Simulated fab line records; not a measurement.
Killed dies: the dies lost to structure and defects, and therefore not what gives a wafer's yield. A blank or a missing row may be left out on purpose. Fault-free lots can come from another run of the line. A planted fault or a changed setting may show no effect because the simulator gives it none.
Matching of chambers	flow n5-finfet	N5_FIN_SAQP_MANDREL_ETCH_22 on rie-si-03 has 4 sister chambers
The step etches a-Si in HBr/Cl2, stops on SiNx, target depth 60 nm, bt time 10 s, time 30 s. 4 wafers are shown with their chamber, then 7 later ones without.

WAFERS PAIRED WITH THEIR CHAMBERS
wafer	chamber	drypump-motor-current-A (A)
L087.4	2	4.9
L089.6	1	5.5
L090.1	3	5.2
L090.3	0	5.7

WAFERS WHOSE CHAMBER IS MISSING
wafer	drypump-motor-current-A (A)
L090.5	4.9
L091.1	4.9
L091.2	5.2
L091.3	5.6
L093.2	5.6
L093.5	5.6
L093.6	5.4

WHICH CHAMBER EACH ONE RAN IN
wafer	from the rows above	in truth
L090.5	2	2
L091.1	2	2
L091.2	3	3
L091.3	can't be placed: 1 or 0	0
L093.2	can't be placed: 1 or 0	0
L093.5	can't be placed: 1 or 0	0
L093.6	can't be placed: 1 or 3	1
Correctly placed: 3 of 7. Can't be placed from these rows: 4 (the true chamber is among the candidates in 4). 0 placed wrongly.
How it was worked out, from the rows above alone: a wafer's distance from a chamber is the root of the sum, over the readings, of the square of ((its reading less the chamber's mean) divided by the reading's scatter). If the next closest chamber is less than 2 further off than the closest, the wafer can't be placed; otherwise it belongs to the closest. A chamber's mean is the mean of its shown wafers. The scatter (one wafer shown for each chamber): square how far every hidden wafer sits from the nearest shown wafer, average those squares and take the square root.
